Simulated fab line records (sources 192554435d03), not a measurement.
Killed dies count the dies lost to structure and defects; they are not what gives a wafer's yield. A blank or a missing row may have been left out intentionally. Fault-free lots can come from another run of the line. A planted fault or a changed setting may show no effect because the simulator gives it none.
Split-lot trial || flow n5_finfet || 39 wafers read from 7 lots, route of 1938 steps

## THE SPLIT ITSELF
At N5_HKMG_FIN_ETCH_58 (etches SOC in N2/H2, target depth 215.8 nm, time 741 s), the setting target_depth_a was moved away from the recipe's 2158 angstrom on 15 of the 39 wafers read, by -8.6% to +12.4%. This setting was run at the recipe's value on the other wafers.

The reading is taken at the split's own step.

## THE READING
SOC_of_HKMG_FIN_COAT_41.thk_nm (the simulator's own value, which no gauge read), in nm, at N5_HKMG_FIN_ETCH_58 (etches SOC in N2/H2, target depth 215.8 nm, time 741 s). The file does not state a usual value for it. Here, 24 wafers ran the recipe; their average is 84.2 nm with a standard deviation of 3 nm.

{"wafer": "L075.1", "tool, chamber at the split": "rie_diel-05, 1", "target_depth_a as run, angstrom": 2260, "against the recipe": "+4.7%", "SOC_of_HKMG_FIN_COAT_41.thk_nm, nm": 75, "against lot-mates on the recipe": -10.1}
{"wafer": "L075.2", "tool, chamber at the split": "rie_diel-05, 3", "target_depth_a as run, angstrom": 2158, "against the recipe": "recipe", "SOC_of_HKMG_FIN_COAT_41.thk_nm, nm": 86.6, "against lot-mates on the recipe": "-"}
{"wafer": "L075.3", "tool, chamber at the split": "rie_diel-05, 2", "target_depth_a as run, angstrom": 2158, "against the recipe": "recipe", "SOC_of_HKMG_FIN_COAT_41.thk_nm, nm": 85.8, "against lot-mates on the recipe": "-"}
{"wafer": "L075.4", "tool, chamber at the split": "rie_diel-05, 0", "target_depth_a as run, angstrom": 2158, "against the recipe": "recipe", "SOC_of_HKMG_FIN_COAT_41.thk_nm, nm": 82.8, "against lot-mates on the recipe": "-"}
{"wafer": "L075.5", "tool, chamber at the split": "rie_diel-05, 2", "target_depth_a as run, angstrom": 2260, "against the recipe": "+4.7%", "SOC_of_HKMG_FIN_COAT_41.thk_nm, nm": 75.2, "against lot-mates on the recipe": -9.9}
{"wafer": "L075.6", "tool, chamber at the split": "rie_diel-05, 3", "target_depth_a as run, angstrom": 2260, "against the recipe": "+4.7%", "SOC_of_HKMG_FIN_COAT_41.thk_nm, nm": 74.4, "against lot-mates on the recipe": -10.7}
{"wafer": "L078.1", "tool, chamber at the split": "rie_diel-05, 1", "target_depth_a as run, angstrom": 2158, "against the recipe": "recipe", "SOC_of_HKMG_FIN_COAT_41.thk_nm, nm": 83.8, "against lot-mates on the recipe": "-"}
{"wafer": "L078.2", "tool, chamber at the split": "rie_diel-05, 3", "target_depth_a as run, angstrom": 2158, "against the recipe": "recipe", "SOC_of_HKMG_FIN_COAT_41.thk_nm, nm": 86.2, "against lot-mates on the recipe": "-"}
{"wafer": "L078.3", "tool, chamber at the split": "rie_diel-05, 0", "target_depth_a as run, angstrom": 2425, "against the recipe": "+12.4%", "SOC_of_HKMG_FIN_COAT_41.thk_nm, nm": 55.2, "against lot-mates on the recipe": -30.1}
{"wafer": "L078.4", "tool, chamber at the split": "rie_diel-05, 2", "target_depth_a as run, angstrom": 2425, "against the recipe": "+12.4%", "SOC_of_HKMG_FIN_COAT_41.thk_nm, nm": 59, "against lot-mates on the recipe": -26.3}
{"wafer": "L078.5", "tool, chamber at the split": "rie_diel-05, 0", "target_depth_a as run, angstrom": 2425, "against the recipe": "+12.4%", "SOC_of_HKMG_FIN_COAT_41.thk_nm, nm": 54, "against lot-mates on the recipe": -31.3}
{"wafer": "L078.6", "tool, chamber at the split": "rie_diel-05, 3", "target_depth_a as run, angstrom": 2158, "against the recipe": "recipe", "SOC_of_HKMG_FIN_COAT_41.thk_nm, nm": 86, "against lot-mates on the recipe": "-"}
{"wafer": "L083.1", "tool, chamber at the split": "rie_diel-04, 2", "target_depth_a as run, angstrom": 2158, "against the recipe": "recipe", "SOC_of_HKMG_FIN_COAT_41.thk_nm, nm": 87.4, "against lot-mates on the recipe": "-"}
{"wafer": "L083.2", "tool, chamber at the split": "rie_diel-04, 3", "target_depth_a as run, angstrom": 2158, "against the recipe": "recipe", "SOC_of_HKMG_FIN_COAT_41.thk_nm, nm": 83.8, "against lot-mates on the recipe": "-"}
{"wafer": "L083.3", "tool, chamber at the split": "rie_diel-04, 1", "target_depth_a as run, angstrom": 2158, "against the recipe": "recipe", "SOC_of_HKMG_FIN_COAT_41.thk_nm, nm": 78.6, "against lot-mates on the recipe": "-"}
{"wafer": "L083.4", "tool, chamber at the split": "rie_diel-04, 0", "target_depth_a as run, angstrom": 2158, "against the recipe": "recipe", "SOC_of_HKMG_FIN_COAT_41.thk_nm, nm": 83.6, "against lot-mates on the recipe": "-"}
{"wafer": "L083.5", "tool, chamber at the split": "rie_diel-04, 3", "target_depth_a as run, angstrom": 2158, "against the recipe": "recipe", "SOC_of_HKMG_FIN_COAT_41.thk_nm, nm": 82.4, "against lot-mates on the recipe": "-"}
{"wafer": "L083.6", "tool, chamber at the split": "rie_diel-04, 0", "target_depth_a as run, angstrom": 2158, "against the recipe": "recipe", "SOC_of_HKMG_FIN_COAT_41.thk_nm, nm": 83.8, "against lot-mates on the recipe": "-"}
{"wafer": "L089.1", "tool, chamber at the split": "rie_diel-04, 3", "target_depth_a as run, angstrom": 2259, "against the recipe": "+4.7%", "SOC_of_HKMG_FIN_COAT_41.thk_nm, nm": 73.6, "against lot-mates on the recipe": -9.1}
{"wafer": "L089.2", "tool, chamber at the split": "rie_diel-04, 0", "target_depth_a as run, angstrom": 2158, "against the recipe": "recipe", "SOC_of_HKMG_FIN_COAT_41.thk_nm, nm": 86.2, "against lot-mates on the recipe": "-"}
{"wafer": "L089.3", "tool, chamber at the split": "rie_diel-04, 2", "target_depth_a as run, angstrom": 2259, "against the recipe": "+4.7%", "SOC_of_HKMG_FIN_COAT_41.thk_nm, nm": 78.4, "against lot-mates on the recipe": -4.3}
{"wafer": "L089.4", "tool, chamber at the split": "rie_diel-04, 1", "target_depth_a as run, angstrom": 2158, "against the recipe": "recipe", "SOC_of_HKMG_FIN_COAT_41.thk_nm, nm": 78, "against lot-mates on the recipe": "-"}
{"wafer": "L089.5", "tool, chamber at the split": "rie_diel-04, 0", "target_depth_a as run, angstrom": 2158, "against the recipe": "recipe", "SOC_of_HKMG_FIN_COAT_41.thk_nm, nm": 84, "against lot-mates on the recipe": "-"}
{"wafer": "L089.6", "tool, chamber at the split": "rie_diel-04, 1", "target_depth_a as run, angstrom": 2259, "against the recipe": "+4.7%", "SOC_of_HKMG_FIN_COAT_41.thk_nm, nm": 70.8, "against lot-mates on the recipe": -11.9}
{"wafer": "L090.1", "tool, chamber at the split": "rie_diel-05, 2", "target_depth_a as run, angstrom": 2158, "against the recipe": "recipe", "SOC_of_HKMG_FIN_COAT_41.thk_nm, nm": 90.4, "against lot-mates on the recipe": "-"}
{"wafer": "L090.2", "tool, chamber at the split": "rie_diel-05, 3", "target_depth_a as run, angstrom": 1984, "against the recipe": "-8.1%", "SOC_of_HKMG_FIN_COAT_41.thk_nm, nm": 104.2, "against lot-mates on the recipe": "+15.5"}
{"wafer": "L090.3", "tool, chamber at the split": "rie_diel-05, 1", "target_depth_a as run, angstrom": 2158, "against the recipe": "recipe", "SOC_of_HKMG_FIN_COAT_41.thk_nm, nm": 86.6, "against lot-mates on the recipe": "-"}
{"wafer": "L090.4", "tool, chamber at the split": "rie_diel-05, 0", "target_depth_a as run, angstrom": 1984, "against the recipe": "-8.1%", "SOC_of_HKMG_FIN_COAT_41.thk_nm, nm": 100.8, "against lot-mates on the recipe": "+12.1"}
{"wafer": "L090.5", "tool, chamber at the split": "rie_diel-05, 0", "target_depth_a as run, angstrom": 1984, "against the recipe": "-8.1%", "SOC_of_HKMG_FIN_COAT_41.thk_nm, nm": 100.6, "against lot-mates on the recipe": "+11.9"}
{"wafer": "L090.6", "tool, chamber at the split": "rie_diel-05, 3", "target_depth_a as run, angstrom": 2158, "against the recipe": "recipe", "SOC_of_HKMG_FIN_COAT_41.thk_nm, nm": 89, "against lot-mates on the recipe": "-"}
{"wafer": "L093.4", "tool, chamber at the split": "rie_diel-04, 0", "target_depth_a as run, angstrom": 2158, "against the recipe": "recipe", "SOC_of_HKMG_FIN_COAT_41.thk_nm, nm": 83.6, "against lot-mates on the recipe": "-"}
{"wafer": "L093.5", "tool, chamber at the split": "rie_diel-04, 1", "target_depth_a as run, angstrom": 2158, "against the recipe": "recipe", "SOC_of_HKMG_FIN_COAT_41.thk_nm, nm": 78.4, "against lot-mates on the recipe": "-"}
{"wafer": "L093.6", "tool, chamber at the split": "rie_diel-04, 0", "target_depth_a as run, angstrom": 2158, "against the recipe": "recipe", "SOC_of_HKMG_FIN_COAT_41.thk_nm, nm": 84.4, "against lot-mates on the recipe": "-"}
{"wafer": "L095.1", "tool, chamber at the split": "rie_diel-04, 0", "target_depth_a as run, angstrom": 2158, "against the recipe": "recipe", "SOC_of_HKMG_FIN_COAT_41.thk_nm, nm": 81.4, "against lot-mates on the recipe": "-"}
{"wafer": "L095.2", "tool, chamber at the split": "rie_diel-04, 3", "target_depth_a as run, angstrom": 2158, "against the recipe": "recipe", "SOC_of_HKMG_FIN_COAT_41.thk_nm, nm": 85.2, "against lot-mates on the recipe": "-"}
{"wafer": "L095.3", "tool, chamber at the split": "rie_diel-04, 2", "target_depth_a as run, angstrom": 1973, "against the recipe": "-8.6%", "SOC_of_HKMG_FIN_COAT_41.thk_nm, nm": 104.6, "against lot-mates on the recipe": "+21.5"}
{"wafer": "L095.4", "tool, chamber at the split": "rie_diel-04, 1", "target_depth_a as run, angstrom": 1973, "against the recipe": "-8.6%", "SOC_of_HKMG_FIN_COAT_41.thk_nm, nm": 98.4, "against lot-mates on the recipe": "+15.3"}
{"wafer": "L095.5", "tool, chamber at the split": "rie_diel-04, 2", "target_depth_a as run, angstrom": 1973, "against the recipe": "-8.6%", "SOC_of_HKMG_FIN_COAT_41.thk_nm, nm": 105.8, "against lot-mates on the recipe": "+22.7"}
{"wafer": "L095.6", "tool, chamber at the split": "rie_diel-04, 3", "target_depth_a as run, angstrom": 2158, "against the recipe": "recipe", "SOC_of_HKMG_FIN_COAT_41.thk_nm, nm": 82.6, "against lot-mates on the recipe": "-"}

FIT RESULTS
A straight line over all 39 wafers: SOC_of_HKMG_FIN_COAT_41.thk_nm changes by -2.21 nm for each +1% of target_depth_a; r = -0.97; the points scatter about the line by 2.9 nm.
The same after taking each lot's own level away (the mean of its wafers on the recipe; 39 wafers): -2.16 nm for each +1%; r = -0.97; scatter 2.8 nm.
On that fit, the largest move of target_depth_a shifts the reading by 27 nm.
The span of the lots' own levels, 82.13 to 88.67 nm, comes to 2.2 times the standard deviation stated above.
The two slopes agree, so the slope changes little with the lot-to-lot level.
Check: for one of the wafers moved furthest among these (+12.4%), held out of the fit, the line's prediction against its lot-mates is -26.4 nm. Against them it came out at -30.1 nm.

## THESE WAFERS: OTHER SPLITS
Note: prior to the reading, these wafers also went through further splits. Each is held against what the fit with the lots' levels taken away leaves over:
{"other split on the same wafers": "N5_DUMMY_GATE_ETCH_32 time_s", "wafers away from the commonest value": 9, "r with SOC_of_HKMG_FIN_COAT_41.thk_nm (lot level and that fit taken away)": "+0.12"}
{"other split on the same wafers": "N5_SD_EPI_N_EXPOSE_06 dose_mj", "wafers away from the commonest value": 15, "r with SOC_of_HKMG_FIN_COAT_41.thk_nm (lot level and that fit taken away)": -0.09}
{"other split on the same wafers": "N5_SD_EPI_P_ETCH_16 target_depth_a", "wafers away from the commonest value": 18, "r with SOC_of_HKMG_FIN_COAT_41.thk_nm (lot level and that fit taken away)": -0.31}

## THE WHOLE CHAIN: every reading that the file lists as answering this split, in the file's order
{"step": "N5_HKMG_FIN_ETCH_58", "what it does": "etches SOC in N2/H2, target depth 215.8 nm, time 741 s", "reading": "HKMG_FIN.feature_depth_nm (the simulator's own value, which no gauge read)", "change (the file's fit)": "+2.18 nm for each +1% of the setting", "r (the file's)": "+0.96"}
{"step": "N5_HKMG_FIN_ETCH_58", "what it does": "etches SOC in N2/H2, target depth 215.8 nm, time 741 s", "reading": "etch.depth_nm (the simulator's own value, which no gauge read)", "change (the file's fit)": "+2.19 nm for each +1% of the setting", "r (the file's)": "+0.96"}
{"step": "N5_HKMG_FIN_ETCH_58", "what it does": "etches SOC in N2/H2, target depth 215.8 nm, time 741 s", "reading": "SOC_of_HKMG_FIN_COAT_41.thk_nm (the simulator's own value, which no gauge read)", "change (the file's fit)": "-2.16 nm for each +1% of the setting", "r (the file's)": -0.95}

## THE FILE'S OWN FIT
SOC_of_HKMG_FIN_COAT_41.thk_nm changes by -2.16 nm for each +1% of target_depth_a, r = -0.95.
